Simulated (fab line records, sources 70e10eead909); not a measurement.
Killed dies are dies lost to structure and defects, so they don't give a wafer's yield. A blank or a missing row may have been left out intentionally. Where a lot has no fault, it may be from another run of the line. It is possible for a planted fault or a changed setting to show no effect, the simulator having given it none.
Problem report in the 8D (eight disciplines) form, filled by code / flow nand_harc / the parts of the form that need people (team, actions taken, sign-off) are left out

1. WHAT WENT WRONG
Mean of thk_nm at NHARC_A_ONON_D2_THK_MEAS_05: 634 nm across 3 wafers in 3 lots; on wafers with no fault it is 998 nm (standard deviation 10). That is -36 standard deviations from the usual mean.
The step: measures by ellipsometry.
First observed at day 17 02:07: wafer L106.3, on film_metro-01. The record holds 43 wafers of 15 lots with a number at this step. By rule, "out" or "out of limits" means more than 4 standard deviations away from the usual mean. The rest of the wafers with a number are treated as sound.

2. WHAT IT IS AND WHAT IT IS NOT
question=which readings at this step | is=thk_nm | is not=-
question=which lots | is=L106, L107, L109 | is not=L100, L101, L102, L104, L105, L116, L117, L118, L119, L996, L997, L998
question=which wafers of those lots | is=L106.3, L107.3, L109.1 | is not=L106.2, L106.6, L107.2, L109.2
question=read on which gauges | is=film_metro-01 | is not=film_metro-02
question=when | is=from day 17 02:07 | is not=up to then (26 sound wafers); but 14 sound wafers of L107, L109, L116, L117, L118, L119 came after

3. WHAT RULES OUT EACH SUSPECT
Counting: if a tool at a process step up to the reading ran every lot that is out, it stays a suspect. Sound lots after the first of them don't rule it out here, since some wafers of a struck lot are sound.
- the gauge at NHARC_A_ONON_D2_THK_MEAS_05: kept. All the wafers that are out were read on film_metro-01, and no step on other tools shows them out.
- cmp-02 at NHARC_A_DECK1_JOINT_CMP_02 (polishes SiOx): kept. Every lot that is out went through it, the first being L106 (day 17 00:16); the last sound lot it ran before that was L104 (day 15 16:41).
- pecvd_onon-04 at NHARC_A_ONON_D2_DEP_03 (target thk 1000 nm): kept. Every lot that is out went through it, the first being L106 (day 17 01:40); the last sound lot it ran before that was L105 (day 16 05:30).
- Within cmp-02 at NHARC_A_DECK1_JOINT_CMP_02: the wafers that are out ran in chambers 0, 3; their sound lot-mates ran in chambers 1, 2.
After the count, these remain: cmp-02 at NHARC_A_DECK1_JOINT_CMP_02, pecvd_onon-04 at NHARC_A_ONON_D2_DEP_03 and film_metro-01 at NHARC_A_ONON_D2_THK_MEAS_05.

4. THE CAUSE (what the simulator had put in)
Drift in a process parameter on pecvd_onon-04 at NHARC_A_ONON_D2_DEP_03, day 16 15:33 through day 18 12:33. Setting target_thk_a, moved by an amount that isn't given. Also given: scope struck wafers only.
Counting leaves 3 suspects; this tool is one of them.

5. THE EFFECT CHAIN, in route order
Each row: a reading whose mean over the struck wafers that have a number lies more than 3 standard deviations from the usual. Only readings for which the record gives a usual standard deviation are gone through. hours: the time from each lot's start at the first step in this table that gives one to its start at this step, as a median over the lots. sigmas: the change in usual standard deviations.
hours=0; step=NHARC_A_ONON_D2_THK_MEAS_05; reading=thk_nm; usual=998 nm; on struck wafers=634; change=-364; sigmas=-36

6. HOW IT WOULD HAVE BEEN CAUGHT EARLIER
The first out-of-limits reading at a measuring or inspecting step in this record came at day 17 02:07, 11 hours after the fault's start at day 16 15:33.
Of the tool readings at NHARC_A_ONON_D2_DEP_03 for which the record gives a usual standard deviation, none was out on any struck wafer, so an alarm limit of 4 standard deviations on them would not have fired.
Of the lots that are out (3), L107, L109 began NHARC_A_ONON_D2_DEP_03 on pecvd_onon-04 after day 17 02:07. A hold on the tool at that time would have spared those 2.
